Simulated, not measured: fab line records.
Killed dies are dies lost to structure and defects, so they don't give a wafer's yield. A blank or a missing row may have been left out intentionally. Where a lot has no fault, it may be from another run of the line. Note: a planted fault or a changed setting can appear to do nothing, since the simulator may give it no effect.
Chamber matching / flow nandHarc / NHARC_A_STAIRCASE_CMP_450 on cmp-01: 4 sister chambers
The step polishes SiO2, target thk 200 nm. 8 wafers are shown with their chamber, then 7 later ones without.

EACH WAFER AND ITS CHAMBER
wafer=L977.1; chamber=0; motorCurrentA (A)=13.6; slurryFilterDpKPa (kPa)=13.58
wafer=L984.3; chamber=3; motorCurrentA (A)=11.2; slurryFilterDpKPa (kPa)=13.49
wafer=L988.4; chamber=0; motorCurrentA (A)=14.2; slurryFilterDpKPa (kPa)=13.82
wafer=L989.2; chamber=1; motorCurrentA (A)=12.4; slurryFilterDpKPa (kPa)=13.29
wafer=L989.5; chamber=1; motorCurrentA (A)=12.4; slurryFilterDpKPa (kPa)=13.50
wafer=L989.6; chamber=2; motorCurrentA (A)=9.9; slurryFilterDpKPa (kPa)=13.74
wafer=L992.2; chamber=2; motorCurrentA (A)=9.8; slurryFilterDpKPa (kPa)=13.67
wafer=L992.3; chamber=3; motorCurrentA (A)=10.5; slurryFilterDpKPa (kPa)=13.56

WAFERS MISSING THEIR CHAMBER
wafer=L992.4; motorCurrentA (A)=11.1; slurryFilterDpKPa (kPa)=13.52
wafer=L994.4; motorCurrentA (A)=11.3; slurryFilterDpKPa (kPa)=13.66
wafer=L994.5; motorCurrentA (A)=9.9; slurryFilterDpKPa (kPa)=13.43
wafer=L994.6; motorCurrentA (A)=11.9; slurryFilterDpKPa (kPa)=13.78
wafer=L996.1; motorCurrentA (A)=13.8; slurryFilterDpKPa (kPa)=13.66
wafer=L996.3; motorCurrentA (A)=11.6; slurryFilterDpKPa (kPa)=13.58
wafer=L996.4; motorCurrentA (A)=10.4; slurryFilterDpKPa (kPa)=13.69

WHICH CHAMBER EACH WENT THROUGH
wafer=L992.4; from the rows above=3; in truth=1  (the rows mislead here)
wafer=L994.4; from the rows above=3; in truth=3
wafer=L994.5; from the rows above=can't be placed: 2 or 3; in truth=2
wafer=L994.6; from the rows above=can't be placed: 1 or 3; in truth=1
wafer=L996.1; from the rows above=0; in truth=0
wafer=L996.3; from the rows above=can't be placed: 3 or 1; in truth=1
wafer=L996.4; from the rows above=can't be placed: 2 or 3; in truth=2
2 of 7 placed correctly. Cannot be placed on the basis of these rows: 4; the candidates contain the true chamber in 4. Wrongly placed: 1.
How it was worked out, from the rows above alone: a wafer's distance from a chamber is the root of the sum, over the readings, of the square of ((its reading less the chamber's mean) divided by the reading's scatter). The wafer belongs to the nearest chamber; if the next one is less than 2 further off, it can't be placed. The mean given for a chamber averages the wafers shown for that chamber. The scatter: the root of (the sum of the squares of (reading less its chamber's mean) over the shown wafers, divided by (wafers less chambers)).
